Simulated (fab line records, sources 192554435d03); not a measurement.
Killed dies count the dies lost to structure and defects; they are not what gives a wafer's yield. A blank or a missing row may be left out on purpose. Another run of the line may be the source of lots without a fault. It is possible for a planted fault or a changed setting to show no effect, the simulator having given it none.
Chamber matching :: flow n5Finfet :: N5_DUMMY_GATE_ALD_02 on aldSin-04 has 4 sister chambers
The step deposits SiO2, target thk 2 nm, pulse time 1 s. 8 wafers are shown with their chamber, then 8 later ones without.

## EACH WAFER AND ITS CHAMBER
wafer: L075.6
chamber: 2
heaterPowerOuterW (W): 274
heaterPowerW (W): 518

wafer: L076.6
chamber: 2
heaterPowerOuterW (W): 274
heaterPowerW (W): 510

wafer: L079.2
chamber: 3
heaterPowerOuterW (W): 256
heaterPowerW (W): 453

wafer: L081.1
chamber: 0
heaterPowerOuterW (W): 265
heaterPowerW (W): 449

wafer: L087.2
chamber: 1
heaterPowerOuterW (W): 296
heaterPowerW (W): 468

wafer: L087.4
chamber: 3
heaterPowerOuterW (W): 258
heaterPowerW (W): 429

wafer: L087.6
chamber: 1
heaterPowerOuterW (W): 292
heaterPowerW (W): 473

wafer: L091.3
chamber: 0
heaterPowerOuterW (W): 266
heaterPowerW (W): 454

## WAFERS WITHOUT THEIR CHAMBER
wafer: L091.4
heaterPowerOuterW (W): 287
heaterPowerW (W): 473

wafer: L091.6
heaterPowerOuterW (W): 266
heaterPowerW (W): 448

wafer: L093.2
heaterPowerOuterW (W): 292
heaterPowerW (W): 470

wafer: L093.5
heaterPowerOuterW (W): 281
heaterPowerW (W): 484

wafer: L093.6
heaterPowerOuterW (W): 254
heaterPowerW (W): 436

wafer: L094.2
heaterPowerOuterW (W): 275
heaterPowerW (W): 516

wafer: L094.4
heaterPowerOuterW (W): 278
heaterPowerW (W): 537

wafer: L094.5
heaterPowerOuterW (W): 296
heaterPowerW (W): 469

## CHAMBER TAKEN BY EACH
wafer: L091.4
from the rows above: 1
in truth: 1

wafer: L091.6
from the rows above: 0
in truth: 0

wafer: L093.2
from the rows above: 1
in truth: 1

wafer: L093.5
from the rows above: 2
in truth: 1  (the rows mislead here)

wafer: L093.6
from the rows above: 3
in truth: 3

wafer: L094.2
from the rows above: 2
in truth: 2

wafer: L094.4
from the rows above: 2
in truth: 2

wafer: L094.5
from the rows above: 1
in truth: 1
7 of 8 placed correctly. Number that these rows cannot place: 0. Placed wrongly: 1.
How it was worked out, from the rows above alone: a wafer's distance from a chamber is the root of the sum, over the readings, of the square of ((its reading less the chamber's mean) divided by the reading's scatter). If the next closest chamber is less than 2 further off than the closest, the wafer can't be placed; otherwise it belongs to the closest. The mean given for a chamber averages the wafers shown for that chamber. How the scatter is found: for the shown wafers, subtract from each reading the mean of its chamber, square and add these, divide the total by (wafers less chambers), then take the root.
